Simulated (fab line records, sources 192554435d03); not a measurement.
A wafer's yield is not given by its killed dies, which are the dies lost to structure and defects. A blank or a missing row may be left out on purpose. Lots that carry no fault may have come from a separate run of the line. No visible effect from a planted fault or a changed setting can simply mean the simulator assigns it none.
Matching of chambers | flow n5-finfet | N5_DUMMY_GATE_TRIM_49 on rie-si-01: 4 sister chambers
The step chemistry O2, time 29 s, target cd 14 nm. 4 wafers are shown with their chamber, then 8 later ones without.

== WAFERS, EACH WITH ITS CHAMBER ==
wafer  | chamber | throttle-valve-pct (%)
L084.1 | 2       | 8.17
L087.1 | 1       | 7.98
L087.6 | 0       | 8.43
L090.1 | 3       | 8.17

== WAFERS MISSING THEIR CHAMBER ==
wafer  | throttle-valve-pct (%)
L090.3 | 8.43
L090.4 | 7.98
L095.1 | 7.97
L095.2 | 8.16
L095.6 | 7.96
L096.1 | 8.18
L096.2 | 8.15
L096.5 | 8.44

== WHICH CHAMBER EACH WENT THROUGH ==
wafer  | from the rows above     | in truth
L090.3 | 0                       | 0
L090.4 | 1                       | 1
L095.1 | 1                       | 1
L095.2 | can't be placed: 2 or 3 | 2
L095.6 | 1                       | 1
L096.1 | can't be placed: 2 or 3 | 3
L096.2 | can't be placed: 2 or 3 | 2
L096.5 | 0                       | 0
Correctly placed: 5 of 8. Can't be placed from these rows: 3 (the true chamber is among the candidates in 3). 0 placed wrongly.
How it was worked out, from the rows above alone: a wafer's distance from a chamber is the root of the sum, over the readings, of the square of ((its reading less the chamber's mean) divided by the reading's scatter). The wafer belongs to the nearest chamber; if the next one is less than 2 further off, it can't be placed. A chamber's mean is the mean of its shown wafers. The scatter: with one shown wafer a chamber, the root of the mean of the squares of how far each hidden wafer lies from its nearest shown one.
